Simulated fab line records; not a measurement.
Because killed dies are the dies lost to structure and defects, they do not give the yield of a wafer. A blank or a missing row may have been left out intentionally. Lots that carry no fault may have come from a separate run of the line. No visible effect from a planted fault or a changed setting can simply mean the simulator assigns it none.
Chamber matching :: flow n5_finfet :: rie_si-04 running N5_FIN_SAQP_MANDREL_ETCH_58: 4 sister chambers
The step etches a-Si in HBr/Cl2, stops on SiNx, target depth 45 nm, bt time 10 s, time 27 s. 14 wafers are shown with their chamber, then 7 later ones without.

## WAFERS PAIRED WITH THEIR CHAMBERS
wafer: L080.1
chamber: 0
throttle_valve_pct (%): 35.65
drypump_motor_current_A (A): 5.3
oes_product_au (a.u.): 0.702

wafer: L080.4
chamber: 2
throttle_valve_pct (%): 35.55
drypump_motor_current_A (A): 5.6
oes_product_au (a.u.): 0.710

wafer: L080.5
chamber: 3
throttle_valve_pct (%): 35.41
drypump_motor_current_A (A): 5.1
oes_product_au (a.u.): 0.687

wafer: L083.1
chamber: 0
throttle_valve_pct (%): 35.66
drypump_motor_current_A (A): 5.3
oes_product_au (a.u.): 0.704

wafer: L083.3
chamber: 2
throttle_valve_pct (%): 35.58
drypump_motor_current_A (A): 5.6
oes_product_au (a.u.): 0.701

wafer: L083.5
chamber: 1
throttle_valve_pct (%): 34.78
drypump_motor_current_A (A): 6.3
oes_product_au (a.u.): 0.672

wafer: L084.3
chamber: 2
throttle_valve_pct (%): 35.57
drypump_motor_current_A (A): 5.6
oes_product_au (a.u.): 0.701

wafer: L084.4
chamber: 0
throttle_valve_pct (%): 35.66
drypump_motor_current_A (A): 5.3
oes_product_au (a.u.): 0.715

wafer: L084.6
chamber: 2
throttle_valve_pct (%): 35.55
drypump_motor_current_A (A): 5.6
oes_product_au (a.u.): 0.712

wafer: L086.1
chamber: 0
throttle_valve_pct (%): 35.66
drypump_motor_current_A (A): 5.3
oes_product_au (a.u.): 0.711

wafer: L086.3
chamber: 1
throttle_valve_pct (%): 34.80
drypump_motor_current_A (A): 6.4
oes_product_au (a.u.): 0.671

wafer: L086.4
chamber: 3
throttle_valve_pct (%): 35.41
drypump_motor_current_A (A): 5.1
oes_product_au (a.u.): 0.688

wafer: L088.1
chamber: 0
throttle_valve_pct (%): 35.67
drypump_motor_current_A (A): 5.3
oes_product_au (a.u.): 0.713

wafer: L088.3
chamber: 3
throttle_valve_pct (%): 35.41
drypump_motor_current_A (A): 5.1
oes_product_au (a.u.): 0.690

SIGNATURES (means of the wafers above)
reading: throttle_valve_pct
chamber 0: 35.6600
chamber 1: 34.7900
chamber 2: 35.5625
chamber 3: 35.4100
scatter within a chamber: 0.0104

reading: drypump_motor_current_A
chamber 0: 5.300
chamber 1: 6.350
chamber 2: 5.600
chamber 3: 5.100
scatter within a chamber: 0.0224

reading: oes_product_au
chamber 0: 0.70900
chamber 1: 0.67150
chamber 2: 0.70600
chamber 3: 0.68833
scatter within a chamber: 0.00487
Rule: a wafer lies at a distance from a chamber equal to the root of the sum of squares, over the readings, of (its reading less the chamber's mean, divided by the reading's scatter). The wafer belongs to the nearest chamber; if the next one is less than 2 further off, it can't be placed. The scatter: take each reading less its chamber's mean, square it, sum over the shown wafers, divide by the number of wafers less the number of chambers, and take the root.

## WAFERS WHOSE CHAMBER IS MISSING
wafer: L088.4
throttle_valve_pct (%): 35.55
drypump_motor_current_A (A): 5.6
oes_product_au (a.u.): 0.718

wafer: L089.2
throttle_valve_pct (%): 35.55
drypump_motor_current_A (A): 5.6
oes_product_au (a.u.): 0.699

wafer: L089.4
throttle_valve_pct (%): 35.64
drypump_motor_current_A (A): 5.3
oes_product_au (a.u.): 0.722

wafer: L089.5
throttle_valve_pct (%): 35.54
drypump_motor_current_A (A): 5.6
oes_product_au (a.u.): 0.721

wafer: L090.1
throttle_valve_pct (%): 35.69
drypump_motor_current_A (A): 5.3
oes_product_au (a.u.): 0.697

wafer: L090.3
throttle_valve_pct (%): 35.55
drypump_motor_current_A (A): 5.6
oes_product_au (a.u.): 0.702

wafer: L090.5
throttle_valve_pct (%): 35.68
drypump_motor_current_A (A): 5.3
oes_product_au (a.u.): 0.709

## WHICH CHAMBER EACH WENT THROUGH
wafer: L088.4
from the rows above: 2
in truth: 2

wafer: L089.2
from the rows above: 2
in truth: 2

wafer: L089.4
from the rows above: 0
in truth: 0

wafer: L089.5
from the rows above: 2
in truth: 2

wafer: L090.1
from the rows above: 0
in truth: 0

wafer: L090.3
from the rows above: 2
in truth: 2

wafer: L090.5
from the rows above: 0
in truth: 0
Correctly placed: 7 of 7. Number that these rows cannot place: 0. Number placed wrongly: 0.
